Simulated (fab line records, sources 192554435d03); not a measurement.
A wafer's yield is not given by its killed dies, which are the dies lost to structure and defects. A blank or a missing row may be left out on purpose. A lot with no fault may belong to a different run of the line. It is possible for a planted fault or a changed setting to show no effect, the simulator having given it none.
Split-lot trial | flow n5Finfet | route with 1938 steps; 7 lots, 39 wafers read

== ON THE SPLIT ==
At N5_SD_EPI_P_ETCH_37 (etches SOC in N2/H2, overetch 108 nm, time 486 s), the setting sourceW was moved away from the recipe's 3000 W on 15 of the 39 wafers read, by -9.8% to +17.9%. For the rest of the wafers, this setting stayed at what the recipe calls for.

The reading comes from the split's own step.

== THE READING ==
rfVppV, in V, at N5_SD_EPI_P_ETCH_37 (etches SOC in N2/H2, overetch 108 nm, time 486 s). Fault-free wafers of this fab line usually give 241.3 V, standard deviation 1.4 V.

wafer  | tool, chamber at the split | sourceW as run, W | against the recipe | rfVppV, V | against lot-mates on the recipe
L074.1 | rieDiel-06, 0              | 3000              | recipe             | 241.9     | -
L074.2 | rieDiel-06, 3              | 2706              | -9.8%              | 248.5     | +7.6
L074.3 | rieDiel-06, 2              | 3000              | recipe             | 240.5     | -
L074.4 | rieDiel-06, 1              | 2706              | -9.8%              | 251.6     | +10.7
L074.5 | rieDiel-06, 3              | 3000              | recipe             | 240.3     | -
L074.6 | rieDiel-06, 0              | 2706              | -9.8%              | 248.0     | +7.1
L075.1 | rieDiel-03, 3              | 3000              | recipe             | 239.9     | -
L075.2 | rieDiel-03, 2              | 3536              | +17.9%             | 229.2     | -12.5
L075.3 | rieDiel-03, 1              | 3000              | recipe             | 241.3     | -
L075.4 | rieDiel-03, 2              | 3536              | +17.9%             | 230.0     | -11.7
L075.5 | rieDiel-03, 1              | 3000              | recipe             | 243.8     | -
L075.6 | rieDiel-03, 3              | 3536              | +17.9%             | 227.7     | -14.0
L077.1 | rieDiel-05, 3              | 3302              | +10.1%             | 233.5     | -9.1
L077.2 | rieDiel-05, 0              | 3302              | +10.1%             | 234.3     | -8.3
L077.3 | rieDiel-05, 1              | 3000              | recipe             | 243.3     | -
L077.4 | rieDiel-05, 1              | 3302              | +10.1%             | 234.9     | -7.7
L077.5 | rieDiel-05, 3              | 3000              | recipe             | 241.8     | -
L077.6 | rieDiel-05, 0              | 3000              | recipe             | 242.6     | -
L087.1 | rieDiel-03, 3              | 3000              | recipe             | 240.3     | -
L087.2 | rieDiel-03, 2              | 3279              | +9.3%              | 235.5     | -5.5
L087.3 | rieDiel-03, 0              | 3279              | +9.3%              | 233.9     | -7.1
L087.4 | rieDiel-03, 1              | 3279              | +9.3%              | 235.3     | -5.7
L087.5 | rieDiel-03, 3              | 3000              | recipe             | 240.4     | -
L087.6 | rieDiel-03, 0              | 3000              | recipe             | 242.3     | -
L090.1 | rieDiel-05, 3              | 3000              | recipe             | 242.2     | -
L090.2 | rieDiel-05, 2              | 3000              | recipe             | 237.9     | -
L090.5 | rieDiel-05, 3              | 3000              | recipe             | 241.9     | -
L091.1 | rieDiel-05, 1              | 3000              | recipe             | 242.8     | -
L091.2 | rieDiel-05, 2              | 3000              | recipe             | 238.9     | -
L091.3 | rieDiel-05, 3              | 3449              | +15.0%             | 229.2     | -11.8
L091.4 | rieDiel-05, 1              | 3449              | +15.0%             | 229.9     | -11.1
L091.5 | rieDiel-05, 2              | 3449              | +15.0%             | 228.3     | -12.7
L091.6 | rieDiel-05, 3              | 3000              | recipe             | 241.3     | -
L097.1 | rieDiel-03, 2              | 3000              | recipe             | 242.4     | -
L097.2 | rieDiel-03, 0              | 3000              | recipe             | 240.7     | -
L097.3 | rieDiel-03, 1              | 3000              | recipe             | 241.1     | -
L097.4 | rieDiel-03, 2              | 3000              | recipe             | 243.8     | -
L097.5 | rieDiel-03, 0              | 3000              | recipe             | 240.9     | -
L097.6 | rieDiel-03, 1              | 3000              | recipe             | 243.0     | -

THE FIT
A straight line over all 39 wafers: rfVppV changes by -0.754 V for each +1% of sourceW; r = -0.97; the points scatter about the line by 1.4 V.
The same after taking each lot's own level away (the mean of its wafers on the recipe; 39 wafers): -0.767 V for each +1%; r = -0.97; scatter 1.3 V.
The reading moves by 14 V for the largest change in sourceW, on that fit.
The lots' own levels span 240.67 to 242.57 V, that is 1.4 times the standard deviation above.
The two slopes agree, so the slope changes little with the lot-to-lot level.
Check: with one of the wafers moved furthest among these (+17.9%) left out of the fit, the line predicts -13.7 V for it against its lot-mates. It came out at -12.5 V against them.
Tool readings at the split's step, against how far the setting was moved: rfVppV r = -0.97.

== OTHER SPLITS APPLIED TO THESE WAFERS ==
Before the reading, these wafers also passed through other splits. Each is held against what the fit with the lots' levels taken away leaves over:
other split on the same wafers   | wafers away from the commonest value | r with rfVppV (lot level and that fit taken away)
N5_FIN_SAQP_ALD_61 tempC         | 15                                   | +0.03
N5_DUMMY_GATE_ETCH_32 timeS      | 18                                   | -0.03
N5_DUMMY_GATE_ETCH_42 biasW      | 12                                   | -0.04
N5_SD_EPI_N_ETCH_45 targetDepthA | 15                                   | +0.05

== THE WHOLE CHAIN: every reading that the file lists as answering this split, in the file's order ==
step                | what it does                                     | reading                                                                          | change (the file's fit)               | r (the file's)
N5_SD_EPI_P_ETCH_37 | etches SOC in N2/H2, overetch 108 nm, time 486 s | rfVppV                                                                           | -0.758 V for each +1% of the setting  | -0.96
N5_SD_EPI_P_ETCH_37 | etches SOC in N2/H2, overetch 108 nm, time 486 s | SiARC_of_SD_EPI_P_COAT_35.thkNm (the simulator's own value, which no gauge read) | -0.134 nm for each +1% of the setting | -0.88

== FILE'S OWN FIT ==
rfVppV changes by -0.758 V for each +1% of sourceW, r = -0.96.
